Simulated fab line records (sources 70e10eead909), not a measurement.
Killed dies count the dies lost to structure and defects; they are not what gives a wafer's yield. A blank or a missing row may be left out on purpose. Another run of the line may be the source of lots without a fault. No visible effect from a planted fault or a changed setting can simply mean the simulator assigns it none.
Which of the tools did it? || flow nandHarc || 12 lots with 34 wafers sampled at 5 steps, on a route of 1302 steps

WHAT THE GAUGES READ, wafer by wafer
NHARC_A_SLIT_CD_MEAS_21. Usual: cdNm 289.4 nm, standard deviation 1.
{"lot": "L940", "measured": "day 20 14:56", "on": "cdSem-02", "cdNm (nm)": "290.6 289.7 291.1", "flag": ""}
{"lot": "L946", "measured": "day 22 21:30", "on": "cdSem-02", "cdNm (nm)": "287.4 288.3", "flag": ""}
{"lot": "L948", "measured": "day 22 22:03", "on": "cdSem-01", "cdNm (nm)": "290.0 289.1", "flag": ""}
{"lot": "L952", "measured": "day 25 08:04", "on": "cdSem-02", "cdNm (nm)": "290.1 289.9 290.2", "flag": ""}
{"lot": "L954", "measured": "day 26 00:23", "on": "cdSem-02", "cdNm (nm)": "289.1 287.2 289.2", "flag": ""}
{"lot": "L953", "measured": "day 26 05:14", "on": "cdSem-01", "cdNm (nm)": "289.9 289.5 291.5", "flag": ""}
{"lot": "L956", "measured": "day 26 05:31", "on": "cdSem-03", "cdNm (nm)": "289.2 290.5 289.7", "flag": ""}
{"lot": "L955", "measured": "day 26 09:08", "on": "cdSem-03", "cdNm (nm)": "290.1 290.1 289.4", "flag": ""}
{"lot": "L958", "measured": "day 27 02:25", "on": "cdSem-03", "cdNm (nm)": "291.0 290.3 289.4", "flag": ""}
{"lot": "L961", "measured": "day 28 06:44", "on": "cdSem-01", "cdNm (nm)": "290.3 289.8 289.6", "flag": ""}
{"lot": "L960", "measured": "day 28 10:31", "on": "cdSem-01", "cdNm (nm)": "291.0 290.4 289.4", "flag": ""}
{"lot": "L963", "measured": "day 29 16:29", "on": "cdSem-02", "cdNm (nm)": "288.2 288.7 287.5", "flag": ""}

NHARC_END_SORT_01. Usual: killedAtArray 55, standard deviation 17; killedAtOther 1.1, standard deviation 1.6; killedAtPeriphery 3.8, standard deviation 2.5; killedDies 60, standard deviation 18; killedOpen 3.3, standard deviation 1.9; killedShort 2.5, standard deviation 1.7.
{"lot": "L948", "measured": "day 27 03:38", "on": "prober-01", "killedAtArray": "36 39", "killedAtOther": "0 0", "killedAtPeriphery": "2 3", "killedDies": "38 42", "killedOpen": "3 0", "killedShort": "1 4", "flag": ""}
{"lot": "L954", "measured": "day 30 07:34", "on": "prober-01", "killedAtArray": "57 54 48", "killedAtOther": "1 1 1", "killedAtPeriphery": "5 4 2", "killedDies": "63 59 51", "killedOpen": "4 6 0", "killedShort": "5 0 3", "flag": ""}
{"lot": "L953", "measured": "day 30 19:32", "on": "prober-02", "killedAtArray": "68 65 58", "killedAtOther": "1 0 0", "killedAtPeriphery": "3 6 4", "killedDies": "72 71 62", "killedOpen": "1 1 0", "killedShort": "3 5 2", "flag": ""}

EACH LOT AND THE TOOL THAT RAN IT (in order: tool; ch and the chambers of the sampled wafers; start)
{"lot": "L940", "NHARC_A_SLIT_ETCH_29": "rieDiel-12 ch 1,2,3, day 20 14:22", "NHARC_A_SLIT_STRIP_18": "rieDiel-12 ch 0,1,3, day 20 14:56 or earlier", "NHARC_A_WL_FILL_ALD_00": "aldHk-02 ch 1,2,3, day 20 21:40"}
{"lot": "L946", "NHARC_A_SLIT_ETCH_29": "rieDiel-12 ch 0,3, day 22 20:59", "NHARC_A_SLIT_STRIP_18": "rieDiel-12 ch 2,3, day 22 21:30 or earlier", "NHARC_A_WL_FILL_ALD_00": "aldHk-01 ch 0,3, day 23 04:43"}
{"lot": "L948", "NHARC_A_SLIT_ETCH_29": "rieDiel-12 ch 1,2, day 22 21:32", "NHARC_A_SLIT_STRIP_18": "rieDiel-12 ch 2,3, day 22 22:03 or earlier", "NHARC_A_WL_FILL_ALD_00": "aldHk-01 ch 1,2, day 23 04:23"}
{"lot": "L952", "NHARC_A_SLIT_ETCH_29": "rieDiel-10 ch 0,2,3, day 25 07:32", "NHARC_A_SLIT_STRIP_18": "rieDiel-10 ch 0,3, day 25 08:04 or earlier", "NHARC_A_WL_FILL_ALD_00": "aldHk-02 ch 1,3, day 25 15:55"}
{"lot": "L954", "NHARC_A_SLIT_ETCH_29": "rieDiel-12 ch 1,2,3, day 25 23:52", "NHARC_A_SLIT_STRIP_18": "rieDiel-12 ch 1,2,3, day 26 00:23 or earlier", "NHARC_A_WL_FILL_ALD_00": "aldHk-04 ch 0,2,3, day 26 07:10"}
{"lot": "L953", "NHARC_A_SLIT_ETCH_29": "rieDiel-04 ch 0,1,3, day 26 04:43", "NHARC_A_SLIT_STRIP_18": "rieDiel-04 ch 0,1,2, day 26 05:14 or earlier", "NHARC_A_WL_FILL_ALD_00": "aldHk-01 ch 0,1,3, day 26 11:56"}
{"lot": "L956", "NHARC_A_SLIT_ETCH_29": "rieDiel-12 ch 0,1,3, day 26 05:00", "NHARC_A_SLIT_STRIP_18": "rieDiel-12 ch 0,1,3, day 26 05:31 or earlier", "NHARC_A_WL_FILL_ALD_00": "aldHk-02 ch 0,1,3, day 26 11:56"}
{"lot": "L955", "NHARC_A_SLIT_ETCH_29": "rieDiel-12 ch 1,2, day 26 08:32", "NHARC_A_SLIT_STRIP_18": "rieDiel-12 ch 2,3, day 26 09:08 or earlier", "NHARC_A_WL_FILL_ALD_00": "aldHk-02 ch 0,3, day 26 16:35"}
{"lot": "L958", "NHARC_A_SLIT_ETCH_29": "rieDiel-10 ch 2,3, day 27 01:53", "NHARC_A_SLIT_STRIP_18": "rieDiel-10 ch 1,2,3, day 27 02:25 or earlier", "NHARC_A_WL_FILL_ALD_00": "aldHk-04 ch 0,1,3, day 27 09:01"}
{"lot": "L961", "NHARC_A_SLIT_ETCH_29": "rieDiel-04 ch 0,2,3, day 28 06:13", "NHARC_A_SLIT_STRIP_18": "rieDiel-04 ch 0,1,2, day 28 06:44 or earlier", "NHARC_A_WL_FILL_ALD_00": "aldHk-04 ch 1,2,3, day 28 13:25"}
{"lot": "L960", "NHARC_A_SLIT_ETCH_29": "rieDiel-12 ch 0,2,3, day 28 09:59", "NHARC_A_SLIT_STRIP_18": "rieDiel-12 ch 0,2,3, day 28 10:31 or earlier", "NHARC_A_WL_FILL_ALD_00": "aldHk-01 ch 0,1,2, day 28 17:16"}
{"lot": "L963", "NHARC_A_SLIT_ETCH_29": "rieDiel-04 ch 1,3, day 29 15:24", "NHARC_A_SLIT_STRIP_18": "rieDiel-04 ch 1,3, day 29 16:29 or earlier", "NHARC_A_WL_FILL_ALD_00": "aldHk-01 ch 0,1, day 29 23:13"}
- NHARC_A_SLIT_ETCH_29: etches the open film in CF4/O2, target depth 100 nm, overetch 10 nm, time 55 s.
- NHARC_A_SLIT_STRIP_18: strips in O2.
- NHARC_A_WL_FILL_ALD_00: deposits Al2O3, target thk 3 nm, pulse time 3 s, ald cycles 30.

WHAT THE TOOLS THEMSELVES READ (means of the sampled wafers that have a number; where no wafer has one, the mark that the record gives instead)
NHARC_A_SLIT_ETCH_29. Usual: chamberPressureMTorr 30.004 mTorr, standard deviation 0.028; drypumpMotorCurrentA 5.89 A, standard deviation 0.3; oes_f_703_au 1.001 a.u., standard deviation 0.0042; oesProductAu 0.997 a.u., standard deviation 0.0086; rfVppV 197.6 V, standard deviation 1.6; showerheadPlenumPTorr 1.33 Torr, standard deviation 0.064; throttleValvePct 13.397 %, standard deviation 0.0092.
{"lot": "L940", "tool": "rieDiel-12", "chamberPressureMTorr (mTorr)": 30.005, "drypumpMotorCurrentA (A)": 5.86, "oes_f_703_au (a.u.)": 1.002, "oesProductAu (a.u.)": 0.996, "rfVppV (V)": 197.2, "showerheadPlenumPTorr (Torr)": 1.28, "throttleValvePct (%)": 13.389, "flag": ""}
{"lot": "L946", "tool": "rieDiel-12", "chamberPressureMTorr (mTorr)": 29.983, "drypumpMotorCurrentA (A)": 5.88, "oes_f_703_au (a.u.)": 1.000, "oesProductAu (a.u.)": 1.009, "rfVppV (V)": 194.8, "showerheadPlenumPTorr (Torr)": 1.25, "throttleValvePct (%)": 13.393, "flag": ""}
{"lot": "L948", "tool": "rieDiel-12", "chamberPressureMTorr (mTorr)": 30.002, "drypumpMotorCurrentA (A)": 5.89, "oes_f_703_au (a.u.)": 1.000, "oesProductAu (a.u.)": 0.994, "rfVppV (V)": 197.2, "showerheadPlenumPTorr (Torr)": 1.30, "throttleValvePct (%)": 13.389, "flag": ""}
{"lot": "L952", "tool": "rieDiel-10", "chamberPressureMTorr (mTorr)": 29.990, "drypumpMotorCurrentA (A)": 6.10, "oes_f_703_au (a.u.)": 1.004, "oesProductAu (a.u.)": 0.998, "rfVppV (V)": 198.6, "showerheadPlenumPTorr (Torr)": 1.36, "throttleValvePct (%)": 13.398, "flag": ""}
{"lot": "L954", "tool": "rieDiel-12", "chamberPressureMTorr (mTorr)": 30.037, "drypumpMotorCurrentA (A)": 5.86, "oes_f_703_au (a.u.)": 1.004, "oesProductAu (a.u.)": 0.999, "rfVppV (V)": 196.7, "showerheadPlenumPTorr (Torr)": 1.28, "throttleValvePct (%)": 13.405, "flag": ""}
{"lot": "L953", "tool": "rieDiel-04", "chamberPressureMTorr (mTorr)": 30.017, "drypumpMotorCurrentA (A)": 5.78, "oes_f_703_au (a.u.)": 1.002, "oesProductAu (a.u.)": 0.993, "rfVppV (V)": 199.5, "showerheadPlenumPTorr (Torr)": 1.41, "throttleValvePct (%)": 13.395, "flag": ""}
{"lot": "L956", "tool": "rieDiel-12", "chamberPressureMTorr (mTorr)": 30.013, "drypumpMotorCurrentA (A)": 5.98, "oes_f_703_au (a.u.)": 1.006, "oesProductAu (a.u.)": 1.000, "rfVppV (V)": 195.5, "showerheadPlenumPTorr (Torr)": 1.25, "throttleValvePct (%)": 13.400, "flag": ""}
{"lot": "L955", "tool": "rieDiel-12", "chamberPressureMTorr (mTorr)": 30.008, "drypumpMotorCurrentA (A)": 5.80, "oes_f_703_au (a.u.)": 1.001, "oesProductAu (a.u.)": 0.993, "rfVppV (V)": 197.7, "showerheadPlenumPTorr (Torr)": 1.31, "throttleValvePct (%)": 13.397, "flag": ""}
{"lot": "L958", "tool": "rieDiel-10", "chamberPressureMTorr (mTorr)": 30.018, "drypumpMotorCurrentA (A)": 6.03, "oes_f_703_au (a.u.)": 1.002, "oesProductAu (a.u.)": 1.006, "rfVppV (V)": 199.1, "showerheadPlenumPTorr (Torr)": 1.38, "throttleValvePct (%)": 13.397, "flag": ""}
{"lot": "L961", "tool": "rieDiel-04", "chamberPressureMTorr (mTorr)": 30.000, "drypumpMotorCurrentA (A)": 5.87, "oes_f_703_au (a.u.)": 1.003, "oesProductAu (a.u.)": 0.989, "rfVppV (V)": 198.2, "showerheadPlenumPTorr (Torr)": 1.39, "throttleValvePct (%)": 13.387, "flag": ""}
{"lot": "L960", "tool": "rieDiel-12", "chamberPressureMTorr (mTorr)": 30.002, "drypumpMotorCurrentA (A)": 5.78, "oes_f_703_au (a.u.)": 0.999, "oesProductAu (a.u.)": 0.999, "rfVppV (V)": 195.6, "showerheadPlenumPTorr (Torr)": 1.28, "throttleValvePct (%)": 13.398, "flag": ""}
{"lot": "L963", "tool": "rieDiel-04", "chamberPressureMTorr (mTorr)": 29.996, "drypumpMotorCurrentA (A)": 6.11, "oes_f_703_au (a.u.)": 0.999, "oesProductAu (a.u.)": 0.990, "rfVppV (V)": 199.6, "showerheadPlenumPTorr (Torr)": 1.43, "throttleValvePct (%)": 13.395, "flag": ""}

NHARC_A_SLIT_STRIP_18. Usual: chamberPressureMTorr 59.99 mTorr, standard deviation 0.047; drypumpMotorCurrentA 5.91 A, standard deviation 0.29; oesProductAu 0.996 a.u., standard deviation 0.0089; rfVppV 57.8 V, standard deviation 0.88; showerheadPlenumPTorr 3.51 Torr, standard deviation 0.16; throttleValvePct 17.036 %, standard deviation 0.0091.
{"lot": "L940", "tool": "rieDiel-12", "chamberPressureMTorr (mTorr)": 60.02, "drypumpMotorCurrentA (A)": 6.01, "oesProductAu (a.u.)": 0.999, "rfVppV (V)": 56.5, "showerheadPlenumPTorr (Torr)": 3.33, "throttleValvePct (%)": 17.036, "flag": ""}
{"lot": "L946", "tool": "rieDiel-12", "chamberPressureMTorr (mTorr)": 60.03, "drypumpMotorCurrentA (A)": 5.71, "oesProductAu (a.u.)": 1.006, "rfVppV (V)": 58.0, "showerheadPlenumPTorr (Torr)": 3.42, "throttleValvePct (%)": 17.047, "flag": ""}
{"lot": "L948", "tool": "rieDiel-12", "chamberPressureMTorr (mTorr)": 59.96, "drypumpMotorCurrentA (A)": 5.72, "oesProductAu (a.u.)": 0.996, "rfVppV (V)": 56.5, "showerheadPlenumPTorr (Torr)": 3.42, "throttleValvePct (%)": 17.034, "flag": ""}
{"lot": "L952", "tool": "rieDiel-10", "chamberPressureMTorr (mTorr)": 60.01, "drypumpMotorCurrentA (A)": 6.13, "oesProductAu (a.u.)": 1.001, "rfVppV (V)": 57.7, "showerheadPlenumPTorr (Torr)": 3.56, "throttleValvePct (%)": 17.030, "flag": ""}
{"lot": "L954", "tool": "rieDiel-12", "chamberPressureMTorr (mTorr)": 59.98, "drypumpMotorCurrentA (A)": 5.88, "oesProductAu (a.u.)": 1.002, "rfVppV (V)": 57.7, "showerheadPlenumPTorr (Torr)": 3.39, "throttleValvePct (%)": 17.032, "flag": ""}
{"lot": "L953", "tool": "rieDiel-04", "chamberPressureMTorr (mTorr)": 60.00, "drypumpMotorCurrentA (A)": 5.51, "oesProductAu (a.u.)": 0.991, "rfVppV (V)": 57.5, "showerheadPlenumPTorr (Torr)": 3.67, "throttleValvePct (%)": 17.034, "flag": ""}
{"lot": "L956", "tool": "rieDiel-12", "chamberPressureMTorr (mTorr)": 59.96, "drypumpMotorCurrentA (A)": 6.00, "oesProductAu (a.u.)": 1.003, "rfVppV (V)": 58.2, "showerheadPlenumPTorr (Torr)": 3.33, "throttleValvePct (%)": 17.036, "flag": ""}
{"lot": "L955", "tool": "rieDiel-12", "chamberPressureMTorr (mTorr)": 60.05, "drypumpMotorCurrentA (A)": 5.72, "oesProductAu (a.u.)": 1.002, "rfVppV (V)": 57.8, "showerheadPlenumPTorr (Torr)": 3.37, "throttleValvePct (%)": 17.035, "flag": ""}
{"lot": "L958", "tool": "rieDiel-10", "chamberPressureMTorr (mTorr)": 60.03, "drypumpMotorCurrentA (A)": 6.07, "oesProductAu (a.u.)": 0.996, "rfVppV (V)": 57.7, "showerheadPlenumPTorr (Torr)": 3.52, "throttleValvePct (%)": 17.041, "flag": ""}
{"lot": "L961", "tool": "rieDiel-04", "chamberPressureMTorr (mTorr)": 59.97, "drypumpMotorCurrentA (A)": 5.52, "oesProductAu (a.u.)": 0.996, "rfVppV (V)": 57.6, "showerheadPlenumPTorr (Torr)": 3.66, "throttleValvePct (%)": 17.046, "flag": ""}
{"lot": "L960", "tool": "rieDiel-12", "chamberPressureMTorr (mTorr)": 60.04, "drypumpMotorCurrentA (A)": 5.80, "oesProductAu (a.u.)": 0.994, "rfVppV (V)": 57.0, "showerheadPlenumPTorr (Torr)": 3.39, "throttleValvePct (%)": 17.031, "flag": ""}
{"lot": "L963", "tool": "rieDiel-04", "chamberPressureMTorr (mTorr)": 60.03, "drypumpMotorCurrentA (A)": 5.78, "oesProductAu (a.u.)": 0.992, "rfVppV (V)": 58.6, "showerheadPlenumPTorr (Torr)": 3.76, "throttleValvePct (%)": 17.034, "flag": ""}

NHARC_A_WL_FILL_ALD_00. Usual: heaterPowerW 471 W, standard deviation 52; precursorPulseHeightRel 1.000, standard deviation 0.021.
{"lot": "L940", "tool": "aldHk-02", "heaterPowerW (W)": 470, "precursorPulseHeightRel": 0.988, "flag": ""}
{"lot": "L946", "tool": "aldHk-01", "heaterPowerW (W)": 432, "precursorPulseHeightRel": 0.980, "flag": ""}
{"lot": "L948", "tool": "aldHk-01", "heaterPowerW (W)": 486, "precursorPulseHeightRel": 0.991, "flag": ""}
{"lot": "L952", "tool": "aldHk-02", "heaterPowerW (W)": 495, "precursorPulseHeightRel": 1.005, "flag": ""}
{"lot": "L954", "tool": "aldHk-04", "heaterPowerW (W)": 514, "precursorPulseHeightRel": 0.996, "flag": ""}
{"lot": "L953", "tool": "aldHk-01", "heaterPowerW (W)": 442, "precursorPulseHeightRel": 1.008, "flag": ""}
{"lot": "L956", "tool": "aldHk-02", "heaterPowerW (W)": 470, "precursorPulseHeightRel": 0.981, "flag": ""}
{"lot": "L955", "tool": "aldHk-02", "heaterPowerW (W)": 467, "precursorPulseHeightRel": 1.021, "flag": ""}
{"lot": "L958", "tool": "aldHk-04", "heaterPowerW (W)": 456, "precursorPulseHeightRel": 1.009, "flag": ""}
{"lot": "L961", "tool": "aldHk-04", "heaterPowerW (W)": 446, "precursorPulseHeightRel": 1.003, "flag": ""}
{"lot": "L960", "tool": "aldHk-01", "heaterPowerW (W)": 467, "precursorPulseHeightRel": 1.009, "flag": ""}
{"lot": "L963", "tool": "aldHk-01", "heaterPowerW (W)": 432, "precursorPulseHeightRel": 0.975, "flag": ""}

THE ANSWER, worked out from the rows above alone
Rule: a lot is off if the mean of its wafers that have a number lies more than 3 standard deviations from the usual mean. Also off: a lot with no number at a reading for which 4 or more lots have one. All remaining lots with rows at the step are treated as sound. Order of review: gauges by route order, followed by the tools' own readings, for which a lot's mean as printed above is used. The first step at which some lot is off is used, and at that step the reading that is off furthest; a lot without a number counts as furthest.
Across all readings shown, no lot is off: no conclusion can be drawn from this.

WHAT WAS PUT IN BY THE SIMULATOR
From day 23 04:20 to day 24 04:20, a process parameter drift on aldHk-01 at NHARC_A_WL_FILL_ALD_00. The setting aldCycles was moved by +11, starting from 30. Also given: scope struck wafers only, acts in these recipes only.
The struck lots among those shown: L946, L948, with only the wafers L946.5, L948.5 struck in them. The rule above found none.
